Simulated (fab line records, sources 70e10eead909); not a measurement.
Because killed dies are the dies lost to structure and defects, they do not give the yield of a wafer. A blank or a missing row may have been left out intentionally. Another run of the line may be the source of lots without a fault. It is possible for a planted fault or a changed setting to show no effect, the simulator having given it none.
2 desks, one fault || flow nand-harc || each desk holds nothing but its own numbers, with what lay behind them at the end

THE METROLOGY DESK
Means of the sampled wafers that have a number, per lot and without regard to the tool the lot ran on: this is what the gauges read. A lot is out of limits, marked OUT, if its mean lies more than 4 standard deviations from the usual mean; the brackets give that distance.
Columns: A = cd-nm at NHARC_THIN_TSV_CD_MEAS_12, usual 1001.5 nm
{"lot": "L108", "first seen here": "day 19 00:10", "A": 1003.5}
{"lot": "L109", "first seen here": "day 19 00:47", "A": 1001.5}
{"lot": "L110", "first seen here": "day 19 02:20", "A": 1002.9}
{"lot": "L113", "first seen here": "day 20 13:16", "A": 1001.2}
{"lot": "L114", "first seen here": "day 20 17:14", "A": 998.2}
{"lot": "L118", "first seen here": "day 20 18:34", "A": 1000.7}
{"lot": "L119", "first seen here": "day 21 02:37", "A": 1002.3}
{"lot": "L116", "first seen here": "day 21 04:32", "A": 996.9}
{"lot": "L125", "first seen here": "day 23 01:29", "A": 1002.0}
{"lot": "L129", "first seen here": "day 24 02:49", "A": 1002.6}
{"lot": "L130", "first seen here": "day 24 16:47", "A": 1003.5}
Result from this desk: across the 11 lots, nothing is out of limits.

DESK OF THE TOOL OWNER: pvd-sputter-02
The tool's own readings at NHARC_P_M0_PVD_21 (deposits Cu, target thk 30 nm, time 20.49 s): means of the sampled wafers that have a number, for each lot that ran on this tool. A lot is out of limits, marked OUT, if its mean lies more than 4 standard deviations from the usual mean; the brackets give that distance.
Columns: A = throttle-valve-pct at NHARC_P_M0_PVD_21, usual 30.0 %
{"lot": "L109", "first seen here": "day 6 20:54", "A": 29.9}
{"lot": "L114", "first seen here": "day 7 19:25", "A": 29.6}
{"lot": "L118", "first seen here": "day 8 10:05", "A": 29.4}
{"lot": "L116", "first seen here": "day 8 10:43", "A": 29.3}
Result from this desk: across the 4 lots, nothing is out of limits.

PUT TOGETHER
At the metrology desk, nothing out of limits was observed.
Nothing out of limits was seen by the tool owner's desk.

WHAT HAD BEEN PUT IN BY THE SIMULATOR
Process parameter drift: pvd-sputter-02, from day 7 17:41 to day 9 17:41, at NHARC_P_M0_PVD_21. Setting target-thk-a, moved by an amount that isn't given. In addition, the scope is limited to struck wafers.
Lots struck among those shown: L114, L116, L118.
